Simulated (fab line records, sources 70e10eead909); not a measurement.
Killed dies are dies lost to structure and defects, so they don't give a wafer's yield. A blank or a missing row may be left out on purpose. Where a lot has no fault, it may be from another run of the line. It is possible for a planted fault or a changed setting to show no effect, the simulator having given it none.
fab line records	flow nand_harc
record: lots: 6	wafers: 18	last_day: 33
route steps=1302 shown A_BONDPAD@1211 HYBRID_BOND@1237 THIN_TSV@1244 END@1302
lots that met no fault: taken from a fault-free run of the same line
start_h: the number of hours between the record's first day and the start of the first shown wafer of the lot	wait_h: hours from the lot's prior step to this one	" same as the row above	L1.1+2: a row that stands for several wafers	- either no value or no given start	* or withheld: withheld	< > ~ a bound
route shown NAME@n: names a module that has steps shown in the file, with the first one's number in the route	usual: mean/standard deviation taken from wafers without a fault	same: alike in all rows	chamber/n: place in a boat	sites: the reading at each site	_std_site: how widely they spread, as a standard deviation	_edge_site: the outer-site mean with the inner-site mean subtracted	radius_mm: how far each site lies from the wafer's centre	mask NAME#n: copy n	behind: tool/chamber where the wafer was last shaped	hold: why the lot was held/for how many hours/how that ended	device: whichever transistor did not switch (one of n, p or np)	end of line: at the end of the route, the tests of the same wafers	a step without rows: its recipe alone	killed: not the wafer's yield, but the dies lost to structure and defects at the first sort	map: per-die view of a wafer (x killed, . not killed, _ where there is no die)
set.NAME: the setting as run; set.NAME@STEP: as run at that earlier step	model.NAME: the simulator's own value behind a step, which no gauge read
certain route steps with their lots: each step a table, each wafer a row
services: from which hour (start_h, from the record's first day; less than 0 if before it) a tool's chamber was out of use, for how many hours, and why
== steps ==
step: NHARC_A_BONDPAD_EBR_05
step: NHARC_A_BONDPAD_EXPOSE_06
recipe: na: 0.55	dose_mj: 36.99	mask_id: A_BPAD
step: NHARC_A_BONDPAD_PEB_07
recipe: peb_temp_c: 128	peb_time_s: 80
step: NHARC_A_BONDPAD_DEVELOP_08
recipe: time_s: 50	dev_temp_c: 22
step: NHARC_A_BONDPAD_CD_MEAS_09
recipe: target_cd_nm: 500	landing_energy_ev: 500
usual: cd_nm: 500/3.3
lot.wafer	tool	chamber	start_h	wait_h	cd_nm
L154.1	cd_sem-03	0	538.83	-	506
L154.5	"	0	"	"	503
L154.6	"	0	"	"	500
L163.1	cd_sem-03	0	624.41	-	504
L163.3	"	0	"	"	504
L163.6	"	0	"	"	501
L162.3	cd_sem-02	0	624.81	-	505
L162.4	"	0	"	"	503
L162.6	"	0	"	"	506
L171.2	cd_sem-02	0	704.52	-	499
L171.4	"	0	"	"	498
L171.6	"	0	"	"	494
L172.1	cd_sem-01	0	707.16	-	499
L172.3	"	0	"	"	497
L172.5	"	0	"	"	493
L177.1	cd_sem-02	0	749.21	-	506
L177.5	"	0	"	"	505
L177.6	"	0	"	"	502
step: NHARC_A_BONDPAD_OVL_MEAS_35
usual: overlay_x_nm: -2/5.4	overlay_y_nm: 3/6
lot.wafer	tool	chamber	start_h	wait_h	overlay_x_nm	overlay_y_nm
L154.1	overlay-01	-	538.92	-	-3	-6
L154.5	"	-	"	"	-3	-6
L154.6	"	-	"	"	-3	-6
L163.1	overlay-01	-	624.50	-	2	12
L163.3	"	-	"	"	3	12
L163.6	"	-	"	"	2	12
L162.3	overlay-02	-	624.90	-	1	-5
L162.4	"	-	"	"	1	-5
L162.6	"	-	"	"	0	-5
L171.2	overlay-01	-	704.60	-	1	6
L171.4	"	-	"	"	0	6
L171.6	"	-	"	"	0	5
L172.1	overlay-02	-	707.25	-	1	10
L172.3	"	-	"	"	1	10
L172.5	"	-	"	"	1	10
L177.1	overlay-02	-	749.30	-	8	6
L177.5	"	-	"	"	8	6
L177.6	"	-	"	"	8	6
step: NHARC_A_BONDPAD_HARDBAKE_10
recipe: temp_c: 118	time_s: 65
step: NHARC_A_BONDPAD_DESCUM_11
recipe: time_s: 3	o2_flow_sccm: 200	ar_flow_sccm: 0	bias_power_w: 0	chemistry: O2
usual: drypump_motor_current_A: 5.7/0.42	o2_flow_sccm: 200.0/0.54	oes_product_au: 1.000/0.011	rf_vpp_V: 57.9/0.88	showerhead_plenum_p_Torr: 1.94/0.062	throttle_valve_pct: 11.311/0.0083
lot.wafer	tool	chamber	start_h	wait_h	drypump_motor_current_A	o2_flow_sccm	oes_product_au	rf_hours_counter_h	rf_vpp_V	showerhead_plenum_p_Torr	throttle_valve_pct
L154.1	rie_diel-09	0	539.05	-	5.1	199.4	1.020	16	58.6	1.86	11.304
L154.5	"	0	"	"	5.2	200.6	1.018	-	56.7	1.86	11.305
L154.6	"	1	"	"	6.5	199.2	1.011	-	57.6	2.02	11.307
L163.1	rie_diel-04	1	624.63	-	6.4	199.8	1.001	2	56.3	1.92	11.317
L163.3	"	3	"	"	5.6	199.5	1.002	2	57.9	1.98	11.308
L163.6	"	2	"	"	5.3	199.5	1.000	-	57.3	1.99	11.316
L162.3	rie_diel-08	3	625.02	-	5.3	200.4	1.014	12	57.4	2.00	11.310
L162.4	"	2	"	"	6.2	199.1	0.998	11	58.8	1.99	11.309
L162.6	"	0	"	"	5.7	199.1	1.013	-	58.0	1.83	11.330
L171.2	rie_diel-04	0	704.73	-	5.6	200.1	0.988	3	58.6	1.94	11.315
L171.4	"	2	"	"	5.3	201.0	1.013	4	58.9	1.99	11.311
L171.6	"	0	"	"	5.6	199.9	0.993	-	59.3	1.94	11.302
L172.3	rie_diel-08	1	707.39	-	6.2	199.6	1.003	21	58.5	1.83	11.322
L172.1	"	2	"	"	6.2	199.9	0.989	22	58.1	1.99	11.313
L172.5	"	1	"	"	6.2	200.3	1.001	-	58.6	1.83	11.306
L177.1	rie_diel-04	2	749.45	-	5.2	200.6	1.007	1	57.9	1.99	11.315
L177.5	"	3	"	"	5.6	200.0	0.978	-	57.0	1.98	11.306
L177.6	"	0	"	"	5.6	200.5	0.989	-	58.0	1.94	11.330
step: NHARC_A_BONDPAD_ETCH_34
recipe: target_depth_a: 600	overetch_a: 180	time_s: 65.91	ion_energy_ev: 200	n2_flow_sccm: 150	h2_flow_sccm: 150	ar_flow_sccm: 0	rf_w: 400	bias_w: 150	chemistry: N2/H2
step: NHARC_A_BONDPAD_ETCH_12
recipe: target_depth_a: 2200	time_s: 110	chf3_flow_sccm: 50	o2_flow_sccm: 10	ar_flow_sccm: 200	rf_w: 500	bias_w: 200	chemistry: CHF3/O2
step: NHARC_A_BONDPAD_CD_MEAS_13
usual: cd_nm: 500/3.3
lot.wafer	tool	chamber	start_h	wait_h	cd_nm
L154.1	cd_sem-03	-	539.42	-	504
L154.5	"	-	"	"	501
L154.6	"	-	"	"	502
L163.1	cd_sem-03	-	624.94	-	505
L163.3	"	-	"	"	503
L163.6	"	-	"	"	501
L162.3	cd_sem-03	-	625.34	-	504
L162.4	"	-	"	"	504
L162.6	"	-	"	"	506
L171.2	cd_sem-02	-	705.04	-	498
L171.4	"	-	"	"	497
L171.6	"	-	"	"	494
L172.1	cd_sem-01	-	707.74	-	497
L172.3	"	-	"	"	497
L172.5	"	-	"	"	494
L177.1	cd_sem-01	-	749.74	-	507
L177.5	"	-	"	"	504
L177.6	"	-	"	"	502
step: NHARC_A_BONDPAD_STRIP_15
recipe: o2_flow_sccm: 500	ar_flow_sccm: 0	bias_w: 0	chemistry: O2
step: NHARC_A_BONDPAD_ETCH_24
recipe: target_depth_a: 300	over_etch_frac: 0.3	time_s: 72.99	ion_energy_ev: 150	cf4_flow_sccm: 50	n2_flow_sccm: 100	ar_flow_sccm: 150	rf_w: 300	bias_w: 100	chemistry: CF4/N2
usual: drypump_motor_current_A: 5.8/0.46	oes_product_au: 1.000/0.012	rf_vpp_V: 314.7/1.8	showerhead_plenum_p_Torr: 2.65/0.088	throttle_valve_pct: 19.794/0.0095
lot.wafer	tool	chamber	start_h	wait_h	drypump_motor_current_A	oes_product_au	rf_hours_counter_h	rf_vpp_V	showerhead_plenum_p_Torr	throttle_valve_pct
L154.1	rie_diel-09	3	539.67	-	5.0	0.998	16	313.5	2.52	19.800
L154.6	"	1	"	"	6.5	1.007	-	316.9	2.76	19.785
L154.5	"	2	"	"	6.5	1.007	-	311.5	2.53	19.794
L163.3	rie_diel-04	3	625.17	-	5.6	1.002	2	315.1	2.72	19.787
L163.1	"	2	"	"	5.3	1.009	2	315.6	2.72	19.788
L163.6	"	3	"	"	5.6	0.995	-	317.1	2.72	19.806
L162.4	rie_diel-04	1	625.57	-	6.4	0.986	2	313.4	2.64	19.801
L162.3	"	3	"	"	5.6	0.995	2	316.8	2.72	19.776
L162.6	"	1	"	"	6.4	0.976	-	314.9	2.64	19.795
L171.2	rie_diel-08	2	705.30	0.1	6.2	0.997	22	315.5	2.72	19.800
L171.6	"	2	"	"	6.2	0.993	-	316.4	2.72	19.794
L171.4	"	0	"	"	5.7	1.005	-	312.6	2.51	19.802
L172.3	rie_diel-09	0	707.97	-	5.2	0.994	8	312.1	2.54	19.790
L172.1	"	2	"	"	6.5	1.009	10	311.4	2.51	19.800
L172.5	"	1	"	"	6.5	1.015	-	315.4	2.74	19.801
L177.1	rie_diel-08	2	749.98	-	6.2	0.989	4	316.7	2.72	19.799
L177.5	"	3	"	"	5.3	0.996	-	317.6	2.73	19.785
L177.6	"	0	"	"	5.8	0.991	-	312.6	2.51	19.785
step: NHARC_A_BONDPAD_STRIP_16
recipe: time_s: 600	temp_c: 30	chemistry: post_etch_residue_remover
step: NHARC_A_BONDPAD_DEGAS_25
recipe: temp_c: 300	time_s: 60
step: NHARC_A_BONDPAD_PRE_CLEAN_26
recipe: time_s: 30	temp_c: 280	gas: H2/He
usual: heater_power_w: 397/38	susceptor_temp_C: 280.00/0.2
lot.wafer	tool	chamber	start_h	wait_h	heater_power_w	susceptor_temp_C
L154.1	pvd_sputter-03	-	-	-	412	279.87
L154.6	"	-	"	"	414	279.92
L154.5	"	-	"	"	484	280.04
L163.3	pvd_sputter-03	-	-	-	497	279.64
L163.1	"	-	"	"	337	280.21
L163.6	"	-	"	"	473	279.79
L162.4	pvd_sputter-02	-	-	-	386	279.67
L162.3	"	-	"	"	353	279.94
L162.6	"	-	"	"	464	280.46
L171.4	pvd_sputter-01	-	-	-	399	280.04
L171.2	"	-	"	"	394	279.92
L171.6	"	-	"	"	369	279.88
L172.3	pvd_sputter-02	-	-	-	473	280.17
L172.1	"	-	"	"	422	279.65
L172.5	"	-	"	"	471	280.12
L177.1	pvd_sputter-03	-	-	-	466	280.02
L177.6	"	-	"	"	353	279.90
L177.5	"	-	"	"	413	279.77
step: NHARC_A_BONDPAD_PVD_17
recipe: target_thk_a: 50	bias_v: 168.6	power_w: 15000	chamber_pressure_pa: 0.12	time_s: 8.06	substrate_temp_c: 50	material: TaN
usual: throttle_valve_pct: 30.0/1.4
lot.wafer	tool	chamber	start_h	wait_h	throttle_valve_pct
L154.1	pvd_sputter-03	-	-	-	32.0
L154.6	"	-	"	"	31.5
L154.5	"	-	"	"	30.1
L163.1	pvd_sputter-03	-	-	-	31.9
L163.3	"	-	"	"	30.0
L163.6	"	-	"	"	32.0
L162.3	pvd_sputter-02	-	-	-	29.4
L162.4	"	-	"	"	31.1
L162.6	"	-	"	"	32.0
L171.2	pvd_sputter-01	-	-	-	29.4
L171.4	"	-	"	"	31.1
L171.6	"	-	"	"	29.0
L172.1	pvd_sputter-02	-	-	-	31.1
L172.3	"	-	"	"	31.8
L172.5	"	-	"	"	29.2
L177.1	pvd_sputter-03	-	-	-	30.6
L177.6	"	-	"	"	30.6
L177.5	"	-	"	"	27.2
step: NHARC_A_BONDPAD_PVD_27
recipe: target_thk_a: 300	chamber_pressure_pa: 5	power_w: 5000	substrate_temp_c: 30	time_s: 20.49	material: Cu
step: NHARC_A_BONDPAD_ECD_18
recipe: target_thk_a: 4000	bath_temp_c: 25	material: Cu
step: NHARC_A_BONDPAD_ANNEAL_28
recipe: temp_c: 225	time_s: 90
usual: anneal_temp_c: 224.96/0.16	wafer_temp_C_max: 226.2/0.32
lot.wafer	tool	chamber	start_h	wait_h	anneal_temp_c	wafer_temp_C_max
L154.1	rtp_anneal-02	0	540.79	0.3	224.80	226.1
L154.5	"	0	"	"	224.94	226.7
L154.6	"	0	"	"	224.81	226.1
L163.1	rtp_anneal-02	0	626.30	0.3	224.79	226.6
L163.3	"	0	"	"	224.88	226.4
L163.6	"	0	"	"	224.73	226.3
L162.3	rtp_anneal-01	0	626.90	-	225.05	226.5
L162.4	"	0	"	"	225.18	226.6
L162.6	"	0	"	"	224.97	226.6
L171.2	rtp_anneal-02	0	706.51	-	224.74	226.3
L171.4	"	0	"	"	224.67	226.0
L171.6	"	0	"	"	224.64	225.7
L172.1	rtp_anneal-02	0	709.11	0.3	224.98	226.2
L172.3	"	0	"	"	225.33	226.4
L172.5	"	0	"	"	224.79	226.4
L177.1	rtp_anneal-01	0	751.09	-	224.98	226.1
L177.5	"	0	"	"	225.07	226.1
L177.6	"	0	"	"	225.02	226.3
step: NHARC_A_BONDPAD_CMP_19
recipe: t_overpolish_s: 30	cu_recess_touch_s: 16	target_thk_nm: 169.82
usual: motor_current_A: 11.4/1.3	overpolish_run_s: 30.000/0.0096
lot.wafer	tool	chamber	start_h	wait_h	motor_current_A	overpolish_run_s
L154.1	cmp-02	3	541.22	-	10.9	30.002
L154.5	"	0	"	"	9.7	30.019
L154.6	"	1	"	"	11.5	29.988
L163.1	cmp-03	0	626.68	-	10.7	29.996
L163.3	"	2	"	"	12.3	30.008
L163.6	"	0	"	"	11.2	30.004
L162.3	cmp-04	1	627.38	-	14.5	29.997
L162.4	"	3	"	"	12.3	29.988
L162.6	"	0	"	"	10.3	30.004
L171.4	cmp-04	0	706.80	-	10.6	29.998
L171.2	"	3	"	"	11.5	30.001
L171.6	"	1	"	"	14.1	30.001
L172.3	cmp-04	3	709.45	-	11.7	29.996
L172.1	"	1	"	"	14.4	29.987
L172.5	"	3	"	"	11.5	30.012
L177.1	cmp-02	3	751.43	-	10.4	30.008
L177.6	"	3	"	"	10.6	29.988
L177.5	"	0	"	"	9.2	30.017
step: NHARC_A_BONDPAD_THK_MEAS_20
recipe: thk_meas_gauge: xrf
usual: thk_nm: 169.7/1.8
lot.wafer	tool	chamber	start_h	wait_h	thk_nm
L154.1	film_metro-01	-	541.45	-	170.8
L154.5	"	-	"	"	169.8
L154.6	"	-	"	"	169.3
L163.1	film_metro-01	-	626.97	-	171.6
L163.3	"	-	"	"	170.9
L163.6	"	-	"	"	172.4
L162.3	film_metro-02	-	627.67	-	168.7
L162.4	"	-	"	"	170.0
L162.6	"	-	"	"	169.3
L171.2	film_metro-02	-	707.12	-	171.5
L171.4	"	-	"	"	169.0
L171.6	"	-	"	"	168.1
L172.1	film_metro-01	-	709.77	-	167.5
L172.3	"	-	"	"	168.4
L172.5	"	-	"	"	167.2
L177.1	film_metro-02	-	751.76	-	168.2
L177.5	"	-	"	"	170.3
L177.6	"	-	"	"	169.2
step: NHARC_A_BONDPAD_SRD_21
recipe: time_s: 30	temp_c: 23	dry_time_s: 20	spin_rpm: 1500
step: NHARC_HYBRID_BOND_ACTIVATE_00
recipe: time_s: 60	n2_flow_sccm: 200	ar_flow_sccm: 0	bias_power_w: 0	chemistry: N2
step: NHARC_HYBRID_BOND_PRECLEAN_01
recipe: time_s: 300	temp_c: 23	chemistry: DIW
step: NHARC_HYBRID_BOND_SRD_02
recipe: time_s: 30	temp_c: 23	dry_time_s: 20	spin_rpm: 1500
step: NHARC_HYBRID_BOND_BOND_03
recipe: temp_c: 25
step: NHARC_HYBRID_BOND_ANNEAL_04
recipe: temp_c: 300	time_s: 7200	ramp_up_c_per_min: 5	ramp_down_c_per_min: 3	idle_temp_c: 100	pressure_atm: 1
step: NHARC_HYBRID_BOND_OVL_MEAS_05
usual: overlay_x_nm: -1/34	overlay_y_nm: 0/32
lot.wafer	tool	chamber	start_h	wait_h	overlay_x_nm	overlay_y_nm
L154.1	overlay-02	-	551.01	0.4	2	-6
L154.5	"	-	"	"	7	-17
L154.6	"	-	"	"	15	-22
L163.1	overlay-01	-	636.66	0.4	-13	-19
L163.3	"	-	"	"	-42	56
L163.6	"	-	"	"	-13	-14
L162.3	overlay-02	-	636.66	0.4	33	1
L162.4	"	-	"	"	74	-6
L162.6	"	-	"	"	-14	23
L172.1	overlay-02	-	720.12	0.4	-36	0
L172.3	"	-	"	"	-30	-2
L172.5	"	-	"	"	22	-71
L171.2	overlay-01	-	720.12	0.4	-5	-29
L171.4	"	-	"	"	-21	7
L171.6	"	-	"	"	-67	-52
L177.1	overlay-02	-	761.43	0.4	-35	45
L177.5	"	-	"	"	-5	15
L177.6	"	-	"	"	-20	-45
step: NHARC_THIN_TSV_GRIND_00
recipe: target_thk_um: 6
step: NHARC_THIN_TSV_CMP_01
recipe: target_thk_um: 3
step: NHARC_THIN_TSV_THK_MEAS_02
recipe: thk_meas_gauge: ir
usual: thk_nm: 3007/230
lot.wafer	tool	chamber	start_h	wait_h	thk_nm
L154.1	film_metro-02	-	552.71	-	3125
L154.5	"	-	"	"	3136
L154.6	"	-	"	"	2769
L163.1	film_metro-01	-	638.35	-	2707
L163.3	"	-	"	"	2811
L163.6	"	-	"	"	2923
L162.3	film_metro-02	-	639.56	0.2	3156
L162.4	"	-	"	"	2806
L162.6	"	-	"	"	2953
L172.1	film_metro-02	-	721.81	-	2677
L172.3	"	-	"	"	2847
L172.5	"	-	"	"	3189
L171.2	film_metro-02	-	723.01	-	3265
L171.4	"	-	"	"	3016
L171.6	"	-	"	"	2831
L177.1	film_metro-01	-	763.15	-	3053
L177.5	"	-	"	"	3154
L177.6	"	-	"	"	3310
step: NHARC_THIN_TSV_SRD_03
step: NHARC_THIN_TSV_PRECLEAN_41
recipe: time_s: *	temp_c: 50	bath_age_min: 0	chemistry: SC1
step: NHARC_THIN_TSV_SRD_42
step: NHARC_THIN_TSV_DEP_43
recipe: target_thk_a: 13285	temp_c: withheld	pressure_torr: 6.5	rf_w: 900	teos_flow_sccm: 161.4	flow_sccm: 2650	target_thk_nm: 1328.5	gas: O2	material: SiO2
step: NHARC_THIN_TSV_DEHYDRATE_04
recipe: temp_c: 150	time_s: 120
step: NHARC_THIN_TSV_HMDS_05
recipe: time_s: 30
step: NHARC_END_SORT_01
recipe: temp_c: 25
usual: defect_limited_yield: 91.5/2.7	killed_at_array: 52/19	killed_at_other: 0.9/1.3	killed_at_periphery: 4/3.1	killed_dies: 57/18	killed_open: 3.2/1.7	killed_short: 2.3/1.4	sort_bin_2_pct: 2.9/1.2	sort_bin_3_pct: 0.6/0.42	sort_bin_4_pct: 4.9/1.5	sort_n_pass: 620/18	sort_rim_yield_pct: 93/4.3	sort_yield_pct: 91.5/2.7
same: gross_dies: 677	sort_bin_5_pct[%]: 0	sort_bin_6_pct[%]: 0	sort_bin_7_pct[%]: 0	sort_bin_8_pct[%]: 0	sort_rim_n_gross: 106.00
lot.wafer	tool	chamber	start_h	wait_h	defect_limited_yield[%]	killed_at_array	killed_at_other	killed_at_periphery	killed_dies	killed_open	killed_short	sort_bin_2_pct[%]	sort_bin_3_pct[%]	sort_bin_4_pct[%]	sort_n_pass	sort_rim_yield_pct[%]	sort_yield_pct[%]
L163.1	prober-01	0	654.31	2.5	90.5	61	0	3	64	1	5	3.2	0.7	5.5	613	86	90.5
L163.3	prober-01	0	655.89	3.1	80.4	129	1	3	133	2	4	10.2	3.0	6.5	544	95	80.4
L163.6	prober-01	0	658.26	3.9	79.3	135	0	5	140	5	4	7.2	3.8	9.6	537	87	79.3
L162.3	prober-01	0	663.62	3.1	81.2	122	1	4	127	5	2	8.3	4.3	6.2	550	84	81.2
L162.4	prober-01	0	664.41	3.4	91.9	42	5	8	55	5	2	3.4	0.6	4.1	622	94	91.9
L162.6	prober-01	0	665.98	3.9	92.9	42	4	2	48	1	1	2.2	0.1	4.7	629	97	92.9
L172.5	prober-02	0	741.40	3.7	91.9	52	0	3	55	3	5	2.4	1.2	4.6	622	96	91.9
L177.1	prober-02	0	780.92	2.5	91.9	51	3	1	55	3	2	2.2	0.7	5.2	622	95	91.9
L177.5	prober-02	0	784.13	3.7	91.6	52	5	0	57	1	1	2.7	0.7	5.0	620	94	91.6
L177.6	prober-02	0	784.93	4.0	89.4	67	5	0	72	3	3	3.2	0.3	7.1	605	90	89.4
killed by level:class
L163.1 A_SLIT:chamber_film_flake=31 A_CHANNEL_HOLE_D2:chamber_film_flake=6 A_CONTACT:chamber_film_flake=5 A_ZERO_WELL:chamber_film_flake=4 A_CHANNEL_HOLE_D1:chamber_film_flake=3 A_DECK1_JOINT:chamber_film_flake=3 A_STAIRCASE:chamber_film_flake=2 A_WL_FILL:chamber_film_flake=2
L163.3 A_BONDPAD:unspecified=74 A_SLIT:chamber_film_flake=30 A_CHANNEL_HOLE_D2:chamber_film_flake=6 A_CONTACT:chamber_film_flake=6 A_CHANNEL_HOLE_D1:chamber_film_flake=3 A_WL_FILL:geometric_particle:short=2 P_CONTACT:chamber_film_flake=2 A_STAIRCASE:chamber_film_flake=2
L163.6 A_BONDPAD:unspecified=81 A_SLIT:chamber_film_flake=29 A_CHANNEL_HOLE_D2:chamber_film_flake=7 A_CONTACT:chamber_film_flake=4 P_CONTACT:chamber_film_flake=3 A_CHANNEL_FILL_D1:geometric_particle:short=2 A_DECK1_JOINT:chamber_film_flake=2 A_M0:chamber_film_flake=2
L162.3 A_BONDPAD:unspecified=87 A_SLIT:chamber_film_flake=14 A_CONTACT:chamber_film_flake=6 A_CHANNEL_HOLE_D2:chamber_film_flake=4 A_CHANNEL_FILL_D1:geometric_particle:open=2 A_WL_FILL:geometric_particle:short=2 P_GATE:chamber_film_flake=2 A_CHANNEL_HOLE_D1:chamber_film_flake=2
L162.4 A_SLIT:chamber_film_flake=28 A_CHANNEL_HOLE_D2:chamber_film_flake=6 THIN_TSV:chamber_film_flake=4 A_CHANNEL_HOLE_D1:chamber_film_flake=3 P_CONTACT:geometric_particle:open=2 P_ZERO_WELL:chamber_film_flake=2 A_CONTACT:chamber_film_flake=2 P_GATE:geometric_particle:open=1
L162.6 A_SLIT:chamber_film_flake=28 A_CHANNEL_HOLE_D2:chamber_film_flake=9 THIN_TSV:chamber_film_flake=3 P_GATE:chamber_film_flake=2 A_M0:geometric_particle:short=1 STARTING-WAFER:geometric_particle:open=1 A_CHANNEL_HOLE_D1:chamber_film_flake=1 A_CHANNEL_FILL_D2:chamber_film_flake=1
L172.5 A_SLIT:chamber_film_flake=32 A_CONTACT:chamber_film_flake=7 A_CHANNEL_HOLE_D1:chamber_film_flake=5 A_ONON_D1:geometric_particle:short=2 P_GATE:geometric_particle:open=1 P_GATE:geometric_particle:short=1 A_ONON_D2:geometric_particle:short=1 A_CHANNEL_FILL_D2:geometric_particle:open=1
L177.1 A_CHANNEL_HOLE_D2:chamber_film_flake=24 A_CONTACT:chamber_film_flake=9 A_CHANNEL_HOLE_D1:chamber_film_flake=7 A_SLIT:chamber_film_flake=4 A_WL_FILL:geometric_particle:open=2 A_WL_FILL:chamber_film_flake=2 THIN_TSV:chamber_film_flake=2 P_M1:geometric_particle:open=1
L177.5 A_CHANNEL_HOLE_D2:chamber_film_flake=33 A_CHANNEL_HOLE_D1:chamber_film_flake=9 THIN_TSV:chamber_film_flake=5 A_CONTACT:chamber_film_flake=4 A_STAIRCASE:chamber_film_flake=2 A_CHANNEL_HOLE_D1:geometric_particle:open=1 A_CHANNEL_FILL_D2:geometric_particle:short=1 A_DECK1_JOINT:chamber_film_flake=1
L177.6 A_CHANNEL_HOLE_D1:chamber_film_flake=24 A_CHANNEL_HOLE_D2:chamber_film_flake=20 A_SLIT:chamber_film_flake=7 A_CONTACT:chamber_film_flake=6 A_STAIRCASE:chamber_film_flake=4 THIN_TSV:chamber_film_flake=4 A_WL_FILL:geometric_particle:short=2 A_BLC:geometric_particle:open=2
map L162.3 (x killed, . not)
____________.____________
_________......._________
_______..........._______
______............x______
_____..............x_____
____.......x.........____
____.................____
___...................___
___..........x........___
__.....................__
__..............xxx....__
_............xx.......x._
_.........x..x..x....xx._
_.................xx.x.._
_...............xxxxxxxx_
_.........x....xx.xxxxxx_
..............x.xxxxxxxx.
...............xxxxxxxx.x
..x.............xxxxxxxx.
x..............xxxxxxxxx.
xx.............xxxxxxxx.x
_xx..x..........xxxxxxx._
_xxx.............xxxxxx._
_x.........x......xxxxx._
_xx................x.x.._
_xxx.......x..x..x......_
__xx...................__
__xx.......x...........__
___...................___
___.....x.............___
____..x..............____
____.............x...____
_____..............._____
______.............______
_______..........._______
_________......._________
____________.____________
map L163.6 (x killed, . not)
____________.____________
_________......._________
_______.........x._______
______.............______
_____.......x......._____
____...........x.....____
____.................____
___...................___
___.....x...x...x.....___
__.....................__
__.....................__
_.x.......x........x...._
_................x.xx..._
_...........x..x..xx...._
_..........x.xx...xxxx.._
_........x.xx.xxxxxxxxx._
............xxxxxxxxxxxxx
...........xxxx.xxxxxxxxx
..........xxxx.x.xxxxxxx.
..........xxxxx.xxxxxxx.x
x...........x.x.xxxxxxxx.
_xx........x..x.xxxxxxxx_
_xx...............xxxxx._
_...........x.....xxxxxx_
_..x................x..._
_xxx........x.....xx.x.._
__..................x..__
__...................x.__
___............x......___
___..x....x..........x___
____x................____
____.................____
_____..............._____
______..x..........______
_______..........._______
_________......._________
____________.____________
== services ==
tool	chamber	start_h	hours	kind
rie_diel-04	2	522.40	8.5	repair
pvd_sputter-03	-	526.05	10.0	pm
rie_diel-04	-	531.90	9.0	pm
rie_diel-08	-	544.80	9.0	pm
cmp-04	-	547.06	0.7	repair
pvd_sputter-02	-	556.41	0.5	repair
rie_diel-09	2	577.28	8.8	repair
rie_diel-04	0	585.59	14.8	repair
rie_diel-08	2	599.04	6.1	repair
cmp-04	-	601.00	4.0	pm
rie_diel-08	1	631.41	7.6	repair
rie_diel-04	1	635.89	5.9	repair
pvd_sputter-02	-	638.00	10.0	pm
pvd_sputter-03	-	671.58	1.1	repair
rie_diel-09	-	671.61	1.7	repair
rie_diel-09	-	674.19	9.0	pm
cmp-04	-	686.14	1.7	repair
rie_diel-08	3	700.23	8.9	repair
pvd_sputter-03	-	703.25	4.3	repair
pvd_sputter-03	-	707.56	10.0	pm
rie_diel-04	-	708.90	9.0	pm
rie_diel-08	-	721.80	9.0	pm
pvd_sputter-03	-	742.65	3.8	repair
rtp_anneal-02	-	744.00	12.0	pm
== key ==
first_sign: step: NHARC_END_SORT_01	reading: defect_limited_yield	direction: down	sigmas: 4.2	usual: 91.5	struck: 80.3
effect: step: NHARC_END_SORT_01	reading: killed_dies	direction: up	sigmas: 4.2	usual: 57	struck: 133
more_kills_born_at: NHARC_A_BONDPAD_ETCH_24@rie_diel-04: 241
met_at NHARC_A_BONDPAD_ETCH_24
struck_wafers L162.3,L163.3,L163.6
fault: kind: chamber_particle_source	tool: rie_diel-04	chamber: 3	onset_h: 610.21	steps: NHARC_A_BONDPAD_ETCH_24	rate_per_visit_cm2: 0.70514
